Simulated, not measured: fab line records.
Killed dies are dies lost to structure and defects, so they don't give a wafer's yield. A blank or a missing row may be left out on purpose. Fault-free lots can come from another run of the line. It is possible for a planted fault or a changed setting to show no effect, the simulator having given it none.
A lot that was struck, set against a sound lot / flow n5 finfet / 38 steps out of a route of 1938
Sound: these wafers, L684.1, L684.2, L684.5. Struck: wafer L689.2; the same lot's L689.3 was not struck, so it is left out; see the end for the cause.
For every step that has rows: the tool of each side, followed by ch and its chambers, followed by its first start. Under that, the readings that differ: sound wafers / struck wafers / difference of the means / sigmas: that difference in standard deviations of wafers without a fault.
alike: readings whose means differ by less than 2 such deviations, and words and numbers that are the same on both sides. not compared: withheld readings, readings that some wafer has no value for, bounds like >300 that may hide the same value, and numbers for which the record gives no deviation and whose values overlap.
The two part at a step that has a row with sigmas, a row that says differs or no value, or rows on one side only. Non-overlapping numbers with no deviation appear without sigmas and do not part them. A reading that every wafer of one side lacks parts them only if that side has two wafers or more.

first, 9 steps without rows for these wafers: N5_BEOL_M2_ANNEAL_95 (time 240 s); N5_BEOL_M2_SPUTTER_96 (material Cu, target thk 4.5 nm, time 8.29 s); N5_BEOL_M2_ECD_50 (material Cu, target thk 300 nm); N5_BEOL_M2_ANNEAL_51 (time 90 s); N5_BEOL_M2_CMP_52 (polishes, stops on SiOC, t overpolish 6.8 s, target thk 40 nm); N5_BEOL_M2_PRE_CLEAN_60 (time 15 s); N5_BEOL_M2_CO_CAP_55 (material Co, precursor CCTBA/H2, target thk 2 nm, time 102.1 s); N5_BEOL_M2_PRE_CLEAN_56 (time 15 s); N5_BEOL_M2_DEP_57 (deposits SiCN from 3MS/NH3, target thk 8 nm, time 14 s).
N5_BEOL_M3_ILD_DEP_00: deposits SiOC from DEMS/O2, target thk 79 nm, time 15.3 s.
  sound on pecvd-04 ch 0,2, day 9 09:55; struck on pecvd-04 ch 0, day 10 14:30
reading=model.SiOC_of_BEOL_M3_ILD_DEP_00.thk nm (nm); sound=77 77.6 79.2; struck=146.8; difference=+68.9; sigmas=
  alike: heater power outer w, heater power w, showerhead plenum p Torr, throttle valve pct
N5_BEOL_M3_THK_MEAS_01:
  sound on film metro-01, day 9 09:59; struck on film metro-02, day 10 14:34
reading=M3_ILD_THK (nm); sound=77.0 77.6 79.3; struck=146.9; difference=+68.9; sigmas=+69
then, 24 steps without rows for these wafers: N5_BEOL_M3_PECVD_72 (deposits SiO2 from TEOS/O2, target thk 16 nm, time 18 s); N5_BEOL_M3_HM_DEP_02 (deposits TiN, target thk 20 nm); N5_BEOL_M3_COAT_61 (time 60 s, resist thk 60 nm); N5_BEOL_M3_COAT_62 (time 60 s, resist thk 12 nm); N5_BEOL_M3_COAT_73 (time 60 s, resist thk 5 nm); N5_BEOL_M3_COAT_05 (resist thk 30 nm); N5_BEOL_M3_EBR_07; N5_BEOL_M3_SOFTBAKE_06 (time 60 s); N5_BEOL_M3_EXPOSE_08 (exposes mask M3); N5_BEOL_M3_PEB_09 (peb time 60 s); N5_BEOL_M3_DEVELOP_10 (develop time 30 s); N5_BEOL_M3_DESCUM_16 (chemistry O2, time 7 s); N5_BEOL_M3_ETCH_74 (etches underlayer in N2/H2, target depth 6.5 nm, time 5.2 s); N5_BEOL_M3_ETCH_63 (etches SiARC in CF4, target depth 15.6 nm, time 26 s); N5_BEOL_M3_ETCH_64 (etches SOC in N2/H2, target depth 75 nm, overetch 15 nm, time 112.5 s); N5_BEOL_M3_STRIP_65 (strips in N2/H2); N5_BEOL_M3_STRIP_75 (strips in N2/H2); N5_BEOL_M3_STRIP_66 (strips in CF4); N5_BEOL_M3_HM_OPEN_17 (chemistry Cl2/BCl3, target TiN, target depth 20 nm, overetch 6 nm); N5_BEOL_M3_STRIP_19 (strips in O2); N5_BEOL_M3_COAT_67 (time 60 s, resist thk 60 nm); N5_BEOL_M3_COAT_68 (time 60 s, resist thk 12 nm); N5_BEOL_M3_COAT_76 (time 60 s, resist thk 5 nm); N5_BEOL_M3_COAT_22 (resist thk 30 nm).
N5_BEOL_M3_CMP_52: polishes, stops on SiOC, t overpolish 6.8 s, target thk 40 nm.
  sound on cmp-01 ch 1,2,3, day 9 21:24; struck on cmp-01 ch 3, day 10 23:42
reading=model.SiOC_of_BEOL_M3_ILD_DEP_00.thk nm (nm); sound=74 74.6 76.2; struck=143.8; difference=+68.9; sigmas=
reading=model.Cu_of_BEOL_M3_ECD_50.thk nm (nm); sound=38.6 38.2 40.8; struck=108; difference=+69; sigmas=
  alike: motor current A, retaining ring pressure frac
N5_BEOL_M4_RC_MEAS_101:
  the record has rows for the sound wafers here (prober-01 ch 0, day 10 14:25) and none for the struck ones
-- record jumps: 5 days separate the struck wafers' starts on either side; left off in module BEOL_M4, taken up again in module PASSIVATION, whose first shown step is the route's number 1936 --
N5_PASSIVATION_PROBE_49:
  only the struck wafers here have rows in the record (prober-02, day 15 20:02); the sound ones have none

== WHERE THEY PART ==
Last at N5_PASSIVATION_PROBE_49 as far as this record goes, first at N5_BEOL_M3_THK_MEAS_01.

WHY: whatever the simulator had introduced
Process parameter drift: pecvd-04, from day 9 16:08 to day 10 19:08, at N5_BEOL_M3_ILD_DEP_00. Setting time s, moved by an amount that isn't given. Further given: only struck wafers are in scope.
